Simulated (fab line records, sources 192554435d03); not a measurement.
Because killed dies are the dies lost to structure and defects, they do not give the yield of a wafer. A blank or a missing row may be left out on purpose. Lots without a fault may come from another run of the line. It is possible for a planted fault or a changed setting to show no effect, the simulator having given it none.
Which tool is to blame? ; flow n5 finfet ; 66 wafers from 22 lots sampled at 3 of the route's 1938 steps

WHAT THE GAUGES SHOWED, per wafer
N5_DUMMY_REMOVAL_INSPECT_06: inspects for defects (brightfield).
lot;measured;on;raw defect count
L074;day 3 21:52;defect inspect-02;4 5 10
L075;day 4 03:11;defect inspect-01;9 7 15
L076;day 4 12:23;defect inspect-02;11 5 16
L077;day 4 15:43;defect inspect-01;10 18 16
L078;day 4 21:44;defect inspect-01;14 18 6
L079;day 5 04:26;defect inspect-01;14 17 18
L080;day 5 09:34;defect inspect-01;7 10 16
L081;day 5 16:35;defect inspect-01;10 15 13
L085;day 6 16:38;defect inspect-02;4 13 5
L084;day 6 18:02;defect inspect-02;23 7 12
L087;day 7 04:02;defect inspect-02;11 13 10
L086;day 7 04:26;defect inspect-01;17 10 7
L088;day 7 11:11;defect inspect-01;9 13 10
L089;day 7 16:34;defect inspect-02;13 13 14
L090;day 7 21:43;defect inspect-02;4 6 9
L091;day 8 03:24;defect inspect-02;17 14 26
L092;day 8 15:02;defect inspect-02;23 12 12
L093;day 8 16:40;defect inspect-01;20 21 13
L094;day 8 23:14;defect inspect-01;13 8 15
L095;day 9 05:31;defect inspect-02;10 4 8
L096;day 9 09:46;defect inspect-02;12 10 11
L097;day 9 16:07;defect inspect-02;8 7 9

N5_HKMG_FIN_OVL_MEAS_50.
lot;measured;on;NDIPOLE_OVL (nm)
L074;day 3 23:13;overlay-01;0.3 -0.2 -0.8
L075;day 4 04:31;overlay-01;0.4 0.7 1.0
L076;day 4 13:43;overlay-02;0.3 0.4 0.7
L077;day 4 16:56;overlay-01;-0.2 -1.4 -1.0
L078;day 4 23:10;overlay-02;0.2 0.6 0.7
L079;day 5 05:42;overlay-02;-0.7 -0.9 -0.7
L080;day 5 10:57;overlay-02;-0.2 0.5 -1.1
L081;day 5 17:48;overlay-01;0.5 0.7 0.1
L085;day 6 18:02;overlay-01;-0.2 -0.2 -0.7
L084;day 6 19:22;overlay-02;-0.7 0.7 -0.6
L087;day 7 05:33;overlay-02;0.4 1.0 0.3
L086;day 7 05:47;overlay-02;0.8 0.1 -0.4
L088;day 7 12:24;overlay-02;0.3 0.9 0.0
L089;day 7 17:54;overlay-01;1.0 0.4 1.0
L090;day 7 23:04;overlay-02;0.5 0.3 0.1
L091;day 8 04:49;overlay-01;0.9 -0.7 0.9
L092;day 8 16:22;overlay-01;0.4 0.0 -0.2
L093;day 8 18:01;overlay-02;0.4 0.7 0.2
L094;day 9 00:26;overlay-01;0.1 -0.1 0.4
L095;day 9 07:05;overlay-01;-0.7 0.2 0.0
L096;day 9 10:58;overlay-01;0.6 0.7 0.7
L097;day 9 17:20;overlay-01;0.7 0.3 -0.6

TOOL THAT RAN EACH LOT (tool first, then ch and the chambers of the sampled wafers, then the start)
lot;N5_SDB_DESCUM_16
L074;rie diel-05 ch 0,1,2, day 3 17:25
L075;rie diel-01 ch 0,1,2, day 3 22:45
L076;rie diel-05 ch 1,2, day 4 08:10
L077;rie diel-01 ch 0,2, day 4 11:35
L078;rie diel-01 ch 1,2,3, day 4 17:22
L079;rie diel-01 ch 1,2,3, day 5 00:20
L080;rie diel-05 ch 0,2,3, day 5 05:29
L081;rie diel-01 ch 0,1,2, day 5 12:07
L085;rie diel-01 ch 0,1,2, day 6 12:33
L084;rie diel-01 ch 1,3, day 6 13:58
L087;rie diel-04 ch 2,3, day 6 23:37
L086;rie diel-01 ch 0,1,3, day 6 23:51
L088;rie diel-04 ch 1,2, day 7 07:02
L089;rie diel-04 ch 0,1, day 7 12:28
L090;rie diel-05 ch 0,2,3, day 7 17:38
L091;rie diel-04 ch 0,1, day 7 23:13
L092;rie diel-01 ch 1,2,3, day 8 10:49
L093;rie diel-04 ch 0,2, day 8 11:14
L094;rie diel-01 ch 1,2,3, day 8 18:53
L095;rie diel-04 ch 0,3, day 9 01:16
L096;rie diel-05 ch 0,1,2, day 9 05:25
L097;rie diel-04 ch 0,1,2, day 9 12:01
- N5_SDB_DESCUM_16: chemistry O2, time 7.9 s.

AS READ BY THE TOOLS THEMSELVES (means over the sampled wafers that have a number; for cases with no such wafer, the mark the record gives instead)
N5_SDB_DESCUM_16.
lot;tool;chamber pressure mTorr (mTorr);drypump motor current A (A);oes product au (a.u.);rf fwd power W (W);rf vpp V (V);showerhead plenum p Torr (Torr);throttle valve pct (%)
L074;rie diel-05;20.000;5.3;0.80;49.66;243.9;2.16;20.60
L075;rie diel-01;20.006;5.8;0.79;49.55;242.6;2.04;20.53
L076;rie diel-05;19.978;5.4;0.86;49.25;244.3;2.15;20.50
L077;rie diel-01;20.015;5.8;0.78;49.32;243.0;2.06;20.60
L078;rie diel-01;19.995;5.7;0.74;49.35;243.3;2.09;20.46
L079;rie diel-01;19.993;5.7;0.74;49.35;243.6;2.09;20.47
L080;rie diel-05;19.989;5.5;0.73;49.68;242.5;2.12;20.74
L081;rie diel-01;19.992;5.9;0.78;49.39;242.1;2.04;20.54
L085;rie diel-01;20.003;5.8;0.77;49.44;242.2;2.03;20.55
L084;rie diel-01;20.001;5.4;0.72;49.45;243.1;2.11;20.41
L087;rie diel-04;19.988;6.2;0.76;49.39;243.9;2.17;20.52
L086;rie diel-01;20.009;5.5;0.76;49.61;242.9;2.07;20.47
L088;rie diel-04;19.990;5.8;0.77;49.33;242.5;2.07;20.42
L089;rie diel-04;19.998;5.8;0.79;49.23;242.0;2.02;20.24
L090;rie diel-05;20.002;5.6;0.72;49.57;244.4;2.11;20.77
L091;rie diel-04;19.994;5.7;0.78;49.22;240.9;2.02;20.25
L092;rie diel-01;19.988;5.7;0.72;49.35;242.7;2.07;20.52
L093;rie diel-04;19.992;5.9;0.75;49.11;243.7;2.05;20.35
L094;rie diel-01;19.994;5.7;0.72;49.41;243.0;2.07;20.52
L095;rie diel-04;19.984;6.1;0.80;49.22;243.6;2.08;20.25
L096;rie diel-05;19.999;5.3;0.76;49.41;244.2;2.15;20.67
L097;rie diel-04;20.006;5.8;0.75;49.30;242.3;2.06;20.41

THE ANSWER, worked out from the rows above alone
Rule: what is usual is taken from the lots themselves. Put in order of their means at a reading, lots are off if they are a third of the lots or fewer, leave a main group of 4 or more, and stand apart from it by a gap of 3 or more times the standard deviation of the main group's means; of several such gaps the widest counts. A main group whose means are all the same, to the digits that the tables above print for the reading, isn't used. Also off: a lot with no number at a reading for which 4 or more lots have one. The other lots that the step has rows for count as sound. First the gauges in route order, then the tools' own readings, where a lot's mean is used as printed above. At the first step where some lot is off, the reading lying furthest off is the one used; lots without a number count as furthest.
No lot is off at any reading shown: from this, nothing can be told.

WHAT WAS PUT IN BY THE SIMULATOR
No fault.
